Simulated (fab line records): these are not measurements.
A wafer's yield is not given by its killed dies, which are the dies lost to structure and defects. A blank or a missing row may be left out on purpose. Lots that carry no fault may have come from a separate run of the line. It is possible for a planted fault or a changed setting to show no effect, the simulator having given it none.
fab line records    flow nand_harc
[record] lots = 12  wafers = 36  last_day = 34
route steps=1302 shown A_CHANNEL_FILL_D1@501 A_ONON_D2@546 END@1302
lots untouched by any fault: they come from a run of this same line in which no faults occurred
start_h: hours from the record's opening day to when the first of the lot's shown wafers began    wait_h: hours since the lot's step before    " repeats the value in the row above    L1.1+2: a single row standing in for several wafers    - either no value or no given start    * or withheld: withheld    < > ~ a bound
route shown NAME@n: names a module that has steps shown in the file, with the first one's number in the route    usual: the fault-free wafers' mean and standard deviation    same: alike in all rows    chamber/n: place in a boat    sites: each site's reading    _std_site: their standard deviation    _edge_site: mean of outer sites minus mean of inner sites    radius_mm: how far each site lies from the wafer's centre    mask NAME#n: copy n    behind: the tool/chamber that last shaped the wafer    hold: cause of the lot's hold/its duration in hours/its outcome    device: which transistor (n, p or np) failed to switch    end of line: the tests these same wafers got at the end of their route    a step without rows: its recipe alone    killed: not the wafer's yield, but the dies lost to structure and defects at the first sort    map: a wafer's dies, marking killed ones x, the rest . and places with no die _
set.NAME: the setting the step ran with; set.NAME@STEP: the setting that earlier step ran with    model.NAME: the simulator's own value behind a step, which no gauge read
the route's steps for a sample of lots (tables are steps, rows are wafers)
services: a tool's chamber out of use, with start hour (start_h, from the record's first day; less than 0 if before it), hours out, and reason
[[steps]]
[step NHARC_A_CHANNEL_FILL_D1_STRIP_28]
[recipe] time_s = 20  o2_flow_sccm = 500  ar_flow_sccm = 0  bias_w = 0  chemistry = O2
[usual] drypump_motor_current_A = 5.7/0.41  oes_product_au = 0.998/0.0093  rf_vpp_V = 57.7/0.99  showerhead_plenum_p_Torr = 3.48/0.16  throttle_valve_pct = 17.037/0.0089
lot.wafer  tool         chamber  start_h  wait_h  drypump_motor_current_A  oes_product_au  rf_hours_counter_h  rf_vpp_V  showerhead_plenum_p_Torr  throttle_valve_pct
L993.4     rie_diel-04  2        230.55   0.1     5.7                      0.997           1                   59.2      3.64                      17.010
L993.2     "            3        "        "       5.2                      0.999           2                   57.0      3.67                      17.028
L993.3     "            0        "        "       5.9                      1.004           2                   57.5      3.37                      17.018
L996.2     rie_diel-03  3        241.39   0.1     6.0                      0.990           8                   58.2      3.70                      17.022
L996.3     "            1        "        "       6.1                      0.996           7                   57.3      3.30                      17.037
L996.6     "            2        "        "       6.0                      0.997           -                   59.4      3.36                      17.042
L997.4     rie_diel-04  2        248.78   0.1     5.7                      0.989           2                   58.1      3.64                      17.030
L997.1     "            3        "        "       5.1                      0.988           2                   59.0      3.67                      17.033
L997.5     "            0        "        "       5.8                      0.989           -                   58.4      3.37                      17.028
L998.1     rie_diel-11  2        270.21   0.1     5.7                      1.012           1                   57.9      3.37                      17.039
L998.4     "            3        "        "       5.1                      1.004           1                   59.4      3.45                      17.029
L998.6     "            2        "        "       5.8                      1.005           -                   57.2      3.37                      17.039
L100.2     rie_diel-03  3        293.69   0.1     6.0                      0.998           0                   58.1      3.70                      17.036
L100.3     "            1        "        "       6.1                      1.005           0                   57.1      3.30                      17.035
L100.6     "            0        "        "       5.0                      1.004           -                   58.4      3.39                      17.038
L101.1     rie_diel-03  0        298.75   0.1     5.0                      1.004           0                   58.2      3.39                      17.044
L101.5     "            3        "        "       6.0                      0.995           -                   58.4      3.69                      17.049
L101.6     "            0        "        "       5.0                      1.004           -                   59.5      3.39                      17.041
L104.3     rie_diel-04  0        320.07   0.1     5.8                      0.991           7                   54.9      3.37                      17.056
L104.5     "            0        "        "       5.8                      0.995           -                   58.0      3.37                      17.053
L104.6     "            1        "        "       6.2                      0.990           -                   58.2      3.48                      17.026
L105.4     rie_diel-11  3        329.89   0.1     5.1                      1.001           4                   56.9      3.44                      17.030
L105.2     "            1        "        "       5.9                      1.008           4                   57.8      3.79                      17.037
L105.6     "            3        "        "       5.1                      0.999           -                   57.6      3.44                      17.041
L108.4     rie_diel-03  1        357.41   0.1     6.2                      0.989           4                   57.6      3.29                      17.040
L108.2     "            2        "        "       6.0                      0.994           4                   58.6      3.36                      17.045
L108.3     "            3        "        "       6.0                      1.001           4                   58.0      3.69                      17.049
L110.2     rie_diel-11  3        374.81   0.1     5.1                      0.991           6                   57.6      3.44                      17.043
L110.4     "            0        "        "       5.3                      0.985           5                   56.5      3.44                      17.031
L110.5     "            1        "        "       5.9                      1.003           -                   59.1      3.78                      17.027
L111.2     rie_diel-11  2        396.50   0.1     5.7                      1.009           6                   58.1      3.36                      17.053
L111.4     "            3        "        "       5.1                      1.000           8                   57.3      3.44                      17.036
L111.5     "            1        "        "       5.9                      1.007           -                   59.2      3.78                      17.017
L116.4     rie_diel-03  1        451.37   0.1     6.1                      0.996           11                  56.6      3.29                      17.048
L116.2     "            0        "        "       4.9                      0.995           10                  57.8      3.39                      17.042
L116.6     "            1        "        "       6.2                      0.997           -                   55.9      3.29                      17.040
[step NHARC_A_CHANNEL_FILL_D1_ETCHBACK_08]
[recipe] target_depth_a = 2200  time_s = 110  c4f8_flow_sccm = 20  ar_flow_sccm = withheld  rf_w = 600  bias_w = 300  chemistry = C4F8
[usual] oes_product_au = 0.96/0.036  rf_vpp_V = 439.9/2.7
lot.wafer  tool         chamber  start_h  wait_h  oes_product_au  rf_hours_counter_h  rf_vpp_V
L993.2     rie_diel-11  2        -        -       0.93            8                   438.5
L993.4     "            3        "        "       0.93            9                   437.9
L993.3     "            0        "        "       0.93            8                   439.0
L996.2     rie_diel-03  2        -        -       0.92            10                  438.0
L996.3     "            2        "        "       0.92            -                   439.8
L996.6     "            1        "        "       0.93            -                   437.3
L997.1     rie_diel-04  2        -        -       0.92            3                   442.4
L997.4     "            3        "        "       0.92            4                   443.9
L997.5     "            3        "        "       0.91            -                   443.0
L998.4     rie_diel-04  3        -        -       0.92            6                   442.4
L998.1     "            2        "        "       0.93            5                   442.7
L998.6     "            3        "        "       0.92            -                   443.5
L100.2     rie_diel-11  3        -        -       1.00            3                   440.1
L100.3     "            1        "        "       1.00            3                   445.2
L100.6     "            0        "        "       0.98            -                   439.9
L101.1     rie_diel-04  0        -        -       0.99            7                   438.2
L101.5     "            0        "        "       0.98            -                   438.6
L101.6     "            1        "        "       0.98            -                   440.2
L104.3     rie_diel-03  2        -        -       1.01            2                   437.4
L104.6     "            1        "        "       1.00            -                   436.6
L104.5     "            2        "        "       0.99            -                   437.9
L105.4     rie_diel-04  1        -        -       0.92            8                   438.3
L105.2     "            0        "        "       0.92            8                   437.7
L105.6     "            2        "        "       0.92            -                   443.0
L108.2     rie_diel-04  0        -        -       1.00            0                   439.2
L108.3     "            3        "        "       0.99            0                   443.7
L108.4     "            3        "        "       1.00            -                   444.0
L110.2     rie_diel-04  3        -        -       0.93            2                   441.5
L110.5     "            2        "        "       0.94            -                   442.5
L110.4     "            3        "        "       0.93            -                   443.6
L111.4     rie_diel-11  1        -        -       0.93            8                   445.6
L111.2     "            0        "        "       0.93            7                   438.4
L111.5     "            2        "        "       0.93            -                   436.7
L116.4     rie_diel-11  3        -        -       0.98            1                   439.8
L116.2     "            0        "        "       0.99            1                   439.5
L116.6     "            2        "        "       0.99            -                   438.9
[step NHARC_A_ONON_D2_THK_MEAS_02]
[recipe] thk_meas_gauge = ellipsometry
[usual] thk_nm = 1002/10
lot.wafer  tool           chamber  start_h  wait_h  thk_nm
L993.2     film_metro-02  -        286.71   -       1013
L993.3     "              -        "        "       1013
L993.4     "              -        "        "       1014
L996.2     film_metro-01  -        306.10   -       998
L996.3     "              -        "        "       1000
L996.6     "              -        "        "       1001
L997.1     film_metro-01  -        310.74   -       1001
L997.4     "              -        "        "       1000
L997.5     "              -        "        "       1000
L998.1     film_metro-02  -        327.53   -       1005
L998.4     "              -        "        "       1005
L998.6     "              -        "        "       1005
L100.2     film_metro-01  -        354.80   -       991
L100.3     "              -        "        "       992
L100.6     "              -        "        "       992
L101.1     film_metro-02  -        359.15   -       1011
L101.5     "              -        "        "       1011
L101.6     "              -        "        "       1010
L104.3     film_metro-01  -        377.80   -       995
L104.5     "              -        "        "       997
L104.6     "              -        "        "       996
L105.2     film_metro-01  -        388.04   -       1001
L105.4     "              -        "        "       1002
L105.6     "              -        "        "       1002
L108.2     film_metro-01  -        415.34   -       988
L108.3     "              -        "        "       987
L108.4     "              -        "        "       989
L110.2     film_metro-01  -        430.39   -       990
L110.4     "              -        "        "       990
L110.5     "              -        "        "       990
L111.2     film_metro-01  -        455.35   -       1008
L111.4     "              -        "        "       1012
L111.5     "              -        "        "       1010
L116.2     film_metro-02  -        513.91   -       1001
L116.4     "              -        "        "       1001
L116.6     "              -        "        "       1001
[step NHARC_A_ONON_D2_DEP_09]
[recipe] target_thk_a = 10000  n2_flow_sccm = 2750  n2o_flow_sccm = 2000  nh3_flow_sccm = 500  sih4_flow_sccm = 210  temp_c = 400
lot.wafer   tool           chamber  start_h  wait_h
L993.2+3+4  pecvd_onon-03  0        287.97   0.1
L996.2+3+6  pecvd_onon-03  0        307.34   0.1
L997.1+4+5  pecvd_onon-01  0        311.92   0.1
L998.1+4+6  pecvd_onon-01  0        328.72   0.1
L100.2+3+6  pecvd_onon-03  0        356.04   0.1
L101.1+5+6  pecvd_onon-03  0        360.33   0.1
L104.3+5+6  pecvd_onon-03  0        379.11   0.2
L105.2+4+6  pecvd_onon-03  0        389.29   0.1
L108.2+3+4  pecvd_onon-01  0        416.59   0.1
L110.2+4+5  pecvd_onon-03  0        431.64   0.1
L111.2+4+5  pecvd_onon-03  0        456.60   0.1
L116.2+4+6  pecvd_onon-03  0        515.15   0.1
[step NHARC_A_ONON_D2_THK_MEAS_11]
[recipe] thk_meas_gauge = ellipsometry
[usual] thk_nm = 1001/11
lot.wafer  tool           chamber  start_h  wait_h  thk_nm
L993.2     film_metro-01  -        288.43   -       995
L993.3     "              -        "        "       996
L993.4     "              -        "        "       994
L996.2     film_metro-01  -        307.79   -       999
L996.3     "              -        "        "       997
L996.6     "              -        "        "       998
L997.1     film_metro-01  -        312.44   -       992
L997.4     "              -        "        "       993
L997.5     "              -        "        "       992
L998.1     film_metro-01  -        329.23   -       999
L998.4     "              -        "        "       998
L998.6     "              -        "        "       998
L100.2     film_metro-02  -        356.50   -       1013
L100.3     "              -        "        "       1012
L100.6     "              -        "        "       1013
L101.1     film_metro-01  -        360.84   -       999
L101.5     "              -        "        "       999
L101.6     "              -        "        "       1001
L104.3     film_metro-01  -        379.51   -       1022
L104.5     "              -        "        "       1022
L104.6     "              -        "        "       1024
L105.2     film_metro-01  -        389.74   -       1014
L105.4     "              -        "        "       1015
L105.6     "              -        "        "       1014
L108.2     film_metro-01  -        417.04   -       990
L108.3     "              -        "        "       991
L108.4     "              -        "        "       989
L110.2     film_metro-01  -        432.09   -       615
L110.4     "              -        "        "       616
L110.5     "              -        "        "       614
L111.2     film_metro-02  -        457.05   -       623
L111.4     "              -        "        "       622
L111.5     "              -        "        "       621
L116.2     film_metro-01  -        515.60   -       1015
L116.4     "              -        "        "       1013
L116.6     "              -        "        "       1015
[step NHARC_END_SORT_01]
[recipe] temp_c = 25
[usual] killed_at_array = 56/21  killed_at_other = 1.2/1.6  killed_at_periphery = 3.7/2.5  killed_dies = 61/21  killed_open = 3.1/1.8  killed_short = 2.8/1.7
[same] gross_dies = 677
lot.wafer  tool       chamber  start_h  wait_h  killed_at_array  killed_at_other  killed_at_periphery  killed_dies  killed_open  killed_short
L110.2     prober-01  0        712.23   2.8     671              0                6                    677          2            3
L110.4     prober-01  0        713.83   3.4     670              0                7                    677          3            5
L110.5     prober-01  0        714.64   3.7     668              0                9                    677          3            6
L111.2     prober-01  0        739.59   2.8     673              0                4                    677          3            5
L111.4     prober-01  0        741.21   3.4     675              0                2                    677          3            1
L111.5     prober-01  0        742.02   3.7     671              1                5                    677          5            4
// killed by level:class
L110.2 A_ONON_D2:area_dep=609 A_CHANNEL_HOLE_D1:chamber_film_flake=22 A_SLIT:chamber_film_flake=20 A_CHANNEL_HOLE_D2:chamber_film_flake=12 P_ZERO_WELL:chamber_film_flake=4 P_M1:chamber_film_flake=2 A_STAIRCASE:chamber_film_flake=2 A_ONON_D1:geometric_particle:short=1
L110.4 A_ONON_D2:area_dep=585 A_CHANNEL_HOLE_D1:chamber_film_flake=34 A_SLIT:chamber_film_flake=20 A_CHANNEL_HOLE_D2:chamber_film_flake=16 P_STI:chamber_film_flake=4 A_BLC:chamber_film_flake=3 A_CHANNEL_FILL_D1:geometric_particle:open=2 P_CONTACT:chamber_film_flake=2
L110.5 A_ONON_D2:area_dep=594 A_CHANNEL_HOLE_D1:chamber_film_flake=32 A_SLIT:chamber_film_flake=19 A_CHANNEL_HOLE_D2:chamber_film_flake=15 P_M1:chamber_film_flake=5 P_M0:geometric_particle:short=2 A_CHANNEL_FILL_D1:geometric_particle:short=2 A_ONON_D2:geometric_particle:short=2
L111.2 A_ONON_D2:area_dep=624 A_SLIT:chamber_film_flake=27 A_CHANNEL_HOLE_D1:chamber_film_flake=7 A_CONTACT:chamber_film_flake=3 A_ZERO_WELL:chamber_film_flake=2 P_M2:geometric_particle:short=1 A_ONON_D1:geometric_particle:short=1 A_CHANNEL_HOLE_D1:geometric_particle:open=1
L111.4 A_ONON_D2:area_dep=620 A_SLIT:chamber_film_flake=24 A_CHANNEL_HOLE_D1:chamber_film_flake=17 A_SGD_CUT:chamber_film_flake=4 A_ONON_D1:geometric_particle:open=2 A_STAIRCASE:chamber_film_flake=2 A_CHANNEL_HOLE_D1:geometric_particle:short=1 A_CHANNEL_FILL_D2:geometric_particle:open=1
L111.5 A_ONON_D2:area_dep=617 A_SLIT:chamber_film_flake=27 A_CHANNEL_HOLE_D1:chamber_film_flake=12 P_M0:geometric_particle:open=2 A_CONTACT:chamber_film_flake=2 A_DECK1_JOINT:chamber_film_flake=2 A_SGD_CUT:chamber_film_flake=2 P_ZERO_WELL:geometric_particle:open=1
[[services]]
tool           chamber  start_h  hours  kind
rie_diel-04    3        218.29   5.2    repair
pecvd_onon-03  -        227.00   13.0   pm
rie_diel-04    -        231.93   2.4    repair
rie_diel-03    0        233.25   38.7   repair
rie_diel-03    3        242.42   33.7   repair
rie_diel-11    0        254.83   8.0    repair
rie_diel-11    -        255.50   9.0    pm
rie_diel-11    0        265.06   3.6    repair
pecvd_onon-01  -        269.07   13.0   pm
rie_diel-11    -        278.75   0.5    repair
rie_diel-03    -        281.30   9.0    pm
rie_diel-11    2        314.03   7.1    repair
rie_diel-03    3        349.50   3.7    repair
rie_diel-04    -        354.90   9.0    pm
rie_diel-04    2        365.87   6.0    repair
rie_diel-04    1        375.03   20.6   repair
rie_diel-11    2        377.51   3.1    repair
pecvd_onon-03  -        408.00   13.0   pm
rie_diel-11    -        410.17   0.8    repair
rie_diel-03    2        424.86   1.8    repair
rie_diel-11    -        432.52   9.0    pm
pecvd_onon-01  -        450.07   13.0   pm
rie_diel-03    -        458.30   9.0    pm
rie_diel-11    -        508.07   0.5    repair
[[key]]
[first_sign] step = NHARC_A_ONON_D2_THK_MEAS_11  reading = thk_nm  direction = down  sigmas = 35  usual = 1001  struck = 619
[effect] step = NHARC_END_SORT_01  reading = killed_at_array  direction = up  sigmas = 29  usual = 56  struck = 671
[more_kills_born_at] NHARC_A_ONON_D2_DEP_09@pecvd_onon-03 = 3649
met_at NHARC_A_ONON_D2_DEP_09
struck_lots L110,L111
struck_wafers L110.2,L110.4,L110.5,L111.2,L111.4,L111.5
later_rows_left_out L110.2,L110.4,L110.5,L111.2,L111.4,L111.5
tester_left_out L110,L111
not_acting_at NHARC_A_CHANNEL_FILL_D1_STRIP_28,NHARC_A_CHANNEL_FILL_D1_ETCHBACK_08,NHARC_A_ONON_D2_THK_MEAS_02
onset_between 389.29 431.64
[fault] kind = process_parameter_drift  tool = pecvd_onon-03  chamber = 0  onset_h = 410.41  steps = NHARC_A_ONON_D2_DEP_09  channel = target_thk_a  offset = *  shape = step  end_h = 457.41  acts_in = *  stated = *
// tester_left_out: of these lots the tester's yield and bins aren't shown, on N5 and GAA mostly nor the transistor test; their killed dies are dies lost to structure and defects alone, not to doping, threshold or leakage, so they don't give the yield
// later_rows_left_out: the simulator's readings of these wafers behind a module that went badly wrong aren't trusted and aren't shown, but for the sort
